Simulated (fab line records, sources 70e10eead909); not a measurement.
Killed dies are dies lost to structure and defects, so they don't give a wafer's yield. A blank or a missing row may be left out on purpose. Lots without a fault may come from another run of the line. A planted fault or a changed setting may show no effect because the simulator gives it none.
Chamber matching | flow nand_harc | NHARC_A_SLIT_DEP_25 on pecvd-02: 3 sister chambers
The step deposits SiO2, target thk 200 nm. 6 wafers are shown with their chamber, then 7 later ones without.

WAFERS WITH THEIR CHAMBER
wafer  | chamber | throttle_valve_pct (%) | rf_fwd_power_W (W)
L082.2 | 1       | 17.3                   | 895.5
L082.4 | 1       | 16.7                   | 899.3
L086.2 | 0       | 16.7                   | 899.0
L086.4 | 0       | 16.2                   | 899.8
L088.2 | 2       | 15.7                   | 896.8
L088.5 | 2       | 15.6                   | 897.1

WAFERS WITHOUT THEIR CHAMBER
wafer  | throttle_valve_pct (%) | rf_fwd_power_W (W)
L088.6 | 16.7                   | 903.4
L091.1 | 15.7                   | 902.3
L091.3 | 16.9                   | 893.5
L091.4 | 15.7                   | 899.9
L096.2 | 17.3                   | 897.9
L096.5 | 17.3                   | 898.1
L096.6 | 15.8                   | 898.3

WHICH CHAMBER EACH WENT THROUGH
wafer  | from the rows above          | in truth
L088.6 | can't be placed: 0 or 1      | 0
L091.1 | can't be placed: 0 or 2      | 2
L091.3 | can't be placed: 1 or 0 or 2 | 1
L091.4 | can't be placed: 2 or 0      | 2
L096.2 | can't be placed: 1 or 0      | 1
L096.5 | can't be placed: 1 or 0      | 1
L096.6 | can't be placed: 2 or 0      | 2
Placed correctly: 0 of 7. Can't be placed from these rows: 7 (the true chamber is among the candidates in 7). Placed wrongly: 0.
How it was worked out, from the rows above alone: a wafer's distance from a chamber is the root of the sum, over the readings, of the square of ((its reading less the chamber's mean) divided by the reading's scatter). The wafer belongs to the nearest chamber; if the next one is less than 2 further off, it can't be placed. A chamber's mean is the mean of its shown wafers. The scatter: the root of (the sum of the squares of (reading less its chamber's mean) over the shown wafers, divided by (wafers less chambers)).
